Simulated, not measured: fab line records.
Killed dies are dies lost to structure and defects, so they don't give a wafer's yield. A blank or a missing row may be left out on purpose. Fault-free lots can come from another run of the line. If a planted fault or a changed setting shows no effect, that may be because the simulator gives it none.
Split-lot experiment | flow n5_finfet | 21 wafers read from 7 lots, route of 1938 steps

## THE SPLIT
At N5_SDB_ALD_29 (deposits SiNx, target thk 30 nm, pulse time 1 s, ald cycles 600), the setting ald_cycles was moved away from the recipe's 600 on 6 of the 21 wafers read, by -14.7% to -5.3%. This setting was run at the recipe's value on the other wafers.

## BETWEEN THE SPLIT AND THE READING: the file shows 1 step in between
- N5_SDB_CMP_30: polishes, stops on poly-Si, t overpolish 1.54 s, target thk 30 nm

## THE READING
SiNx_of_SDB_ALD_29.thk_nm (the simulator's own value, which no gauge read), in nm, at N5_DUMMY_REMOVAL_HM_STRIP_01 (strips SiNx in CH3F/O2, stops on poly-Si, target depth 4 nm, time 6.8 s). There is no usual value for it anywhere in the file. Average 29.4 nm, standard deviation 0.14 nm, over the 15 wafers here run with the recipe.

wafer  | tool, chamber at the split | ald_cycles as run | against the recipe | SiNx_of_SDB_ALD_29.thk_nm, nm | against lot-mates on the recipe
L074.1 | ald_sin-03, 2              | 600               | recipe             | 29.4                          | -
L074.2 | ald_sin-03, 3              | 600               | recipe             | 29.6                          | -
L074.5 | ald_sin-03, 0              | 568               | -5.3%              | 28                            | -1.5
L079.1 | ald_sin-02, 0,1            | 600               | recipe             | 29.4                          | -
L079.5 | ald_sin-02, 0,1            | 600               | recipe             | 29.4                          | -
L079.2 | ald_sin-02, 3              | 600               | recipe             | 29.2                          | -
L081.2 | ald_sin-02, 2              | 600               | recipe             | 29.4                          | -
L081.4 | ald_sin-02, 1              | 523               | -12.8%             | 25.6                          | -3.8
L081.5 | ald_sin-02, 2              | 523               | -12.8%             | 25.6                          | -3.8
L083.4 | ald_sin-03, 1,3            | 600               | recipe             | 29.2                          | -
L083.5 | ald_sin-03, 0              | 600               | recipe             | 29.2                          | -
L083.6 | ald_sin-03, 1,3            | 600               | recipe             | 29.4                          | -
L092.1 | ald_sin-03, 2              | 529               | -11.8%             | 26.2                          | -3.4
L092.4 | ald_sin-03, 0,3            | 600               | recipe             | 29.6                          | -
L092.6 | ald_sin-03, 0,3            | 600               | recipe             | 29.6                          | -
L094.2 | ald_sin-03, 3,0            | 512               | -14.7%             | 25.2                          | -4.2
L094.3 | ald_sin-03, 3,0            | 512               | -14.7%             | 25                            | -4.4
L094.4 | ald_sin-03, 2              | 600               | recipe             | 29.4                          | -
L095.1 | ald_sin-02, 3              | 600               | recipe             | 29.4                          | -
L095.6 | ald_sin-02, 3              | 600               | recipe             | 29.4                          | -
L095.2 | ald_sin-02, 2              | 600               | recipe             | 29.2                          | -
Where a row lists several chambers, the file gives one row for several wafers and doesn't say which wafer went through which chamber.

THE FIT
A straight line over all 21 wafers: SiNx_of_SDB_ALD_29.thk_nm changes by +0.289 nm for each +1% of ald_cycles; r = +1.00; the points scatter about the line by 0.14 nm.
The same after taking each lot's own level away (the mean of its wafers on the recipe; 21 wafers): +0.293 nm for each +1%; r = +1.00; scatter 0.083 nm.
Per that fit: largest ald_cycles move, reading shift of 4.3 nm.
Measured against the standard deviation above, the lots' own levels, which go from 29.27 to 29.60 nm, span 2.5 times it.
Consequently the slope shifts little with the lot-to-lot level, the two slopes agreeing.
Check: with one of the wafers moved furthest among these (-14.7%) left out of the fit, the line predicts -4.33 nm for it against its lot-mates. Against them it came out at -4.2 nm.

## FURTHER SPLITS ON THESE WAFERS
Before the reading, these wafers also passed through other splits. Each is held against what the fit with the lots' levels taken away leaves over:
other split on the same wafers       | wafers away from the commonest value | r with SiNx_of_SDB_ALD_29.thk_nm (lot level and that fit taken away)
N5_DUMMY_GATE_EXPOSE_12 dose_mj      | 8                                    | +0.19
N5_SD_EPI_N_EPI_21 epi_growth_time_s | 8                                    | -0.21
N5_SDB_CUT_ETCH_26 icp_w             | 4                                    | +0.04

## THE WHOLE CHAIN: every reading that the file lists as answering this split, in the file's order
step                         | what it does                                                            | reading                                                                    | change (the file's fit)               | r (the file's)
N5_SDB_ALD_29                | deposits SiNx, target thk 30 nm, pulse time 1 s, ald cycles 600         | SiNx_of_SDB_ALD_29.thk_nm (the simulator's own value, which no gauge read) | +0.297 nm for each +1% of the setting | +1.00
N5_DUMMY_REMOVAL_HM_STRIP_01 | strips SiNx in CH3F/O2, stops on poly-Si, target depth 4 nm, time 6.8 s | SiNx_of_SDB_ALD_29.thk_nm (the simulator's own value, which no gauge read) | +0.292 nm for each +1% of the setting | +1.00

## FILE'S OWN FIT
SiNx_of_SDB_ALD_29.thk_nm changes by +0.292 nm for each +1% of ald_cycles, r = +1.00.
